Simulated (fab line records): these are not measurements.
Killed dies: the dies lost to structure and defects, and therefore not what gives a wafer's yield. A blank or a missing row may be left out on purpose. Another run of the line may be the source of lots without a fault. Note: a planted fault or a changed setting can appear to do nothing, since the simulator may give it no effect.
Problem report, 8D (eight disciplines) form, completed by code || flow n5 finfet || the parts of the form that need people (team, actions taken, sign-off) are left out

## 1. WHAT WENT WRONG
At N5_BEOL_M0_SAQP_COAT_72, spin speed rpm averages 1765.0 rpm over 6 wafers from 2 lots, while fault-free wafers read 1499.8 rpm, standard deviation 0.94. So: +99 or more standard deviations from the usual mean.
The step: time 60 s, resist thk 15 nm.
Earliest sighting: wafer L149.1 on litho track-05 at day 10 02:29. At this step, 25 wafers from 9 lots have a number in the record. Rule for "out" (also "out of limits"): further than 4 standard deviations from the usual mean. The other wafers with a number count as sound.

## 2. WHAT IT IS, AND WHAT IT ISN'T
{"question": "which readings at this step", "is": "spin speed rpm", "is not": "chill plate temp C, exhaust pa"}
{"question": "which lots", "is": "L149, L151", "is not": "L133, L137, L138, L145, L148, L150, L154"}
{"question": "which wafers of those lots", "is": "all that have a number", "is not": "-"}
{"question": "read on which tools", "is": "litho track-05", "is not": "litho track-01, litho track-03"}
{"question": "when", "is": "from day 10 02:29", "is not": "up to then (13 sound wafers); but 6 sound wafers of L150, L154 came after"}

## 3. THE SUSPECTS, EACH WITH WHAT RULES IT OUT
Counting: any tool at a process step up to the reading is kept as a suspect provided that every lot that is out went through it and no sound lot did after the first of them.
- rie diel-06 at N5_BEOL_M0_SAQP_STRIP_108 (strips in N2/H2): ruled out as a lasting fault. Sound lots L150 ran on it after its first lot that is out, L149 (day 10 01:26).
- vapor etch-01 at N5_BEOL_M0_SAQP_RECESS_109 (chemistry HF/NH3, target SiO2, target depth 3 nm, afs cycles 1, sublimation time 60 s): ruled out as a lasting fault. Sound lots L150, L154 ran on it after its first lot that is out, L149 (day 10 01:30).
- litho track-05 at N5_BEOL_M0_SAQP_COAT_72 (time 60 s, resist thk 15 nm): kept. Every lot that is out went through it, starting with L149 (day 10 02:29), and after that it ran no sound lot; the last sound lot it ran before then is L138 (day 7 09:04). On those wafers its own readings are out: spin speed rpm.
After counting, what remains is litho track-05 at N5_BEOL_M0_SAQP_COAT_72.

## 4. THE CAUSE (what the simulator had put in)
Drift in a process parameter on litho track-05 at N5_BEOL_M0_SAQP_COAT_72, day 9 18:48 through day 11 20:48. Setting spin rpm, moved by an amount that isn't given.
This tool alone remained once counting was done.

## 5. THE CHAIN OF EFFECTS, in route order
One row per reading whose mean, taken over the struck wafers that have a number, lies over 3 standard deviations from the usual. Only readings whose record carries a usual standard deviation are examined. hours: median over the lots of the time between each lot's start at the first step of this table that gives one and its start at this step. sigmas: the change, counted in usual standard deviations.
{"hours": 0, "step": "N5_BEOL_M0_SAQP_COAT_72", "reading": "spin speed rpm", "usual": "1499.8 rpm", "on struck wafers": 1765.0, "change": "+265.2", "sigmas": "+99 or more"}
{"hours": 1, "step": "N5_BEOL_M0_SAQP_ETCH_73", "reading": "etch rf on time s", "usual": "32.7 s", "on struck wafers": 30.0, "change": -2.7, "sigmas": -3.2}
Here are the process steps it includes:
- N5_BEOL_M0_SAQP_COAT_72: time 60 s, resist thk 15 nm.
- N5_BEOL_M0_SAQP_ETCH_73: etches SiARC in CF4, target depth 19.5 nm, time 32.5 s.
Later measuring or inspecting steps at which every struck wafer that the step has a row for has a number for every such reading, and none has moved that far: N5_BEOL_M4_RC_MEAS_101.

## 6. HOW IT WOULD HAVE BEEN CAUGHT EARLIER
In this record the first reading out of limits was taken at day 10 02:29, 8 hours after the fault began at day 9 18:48.
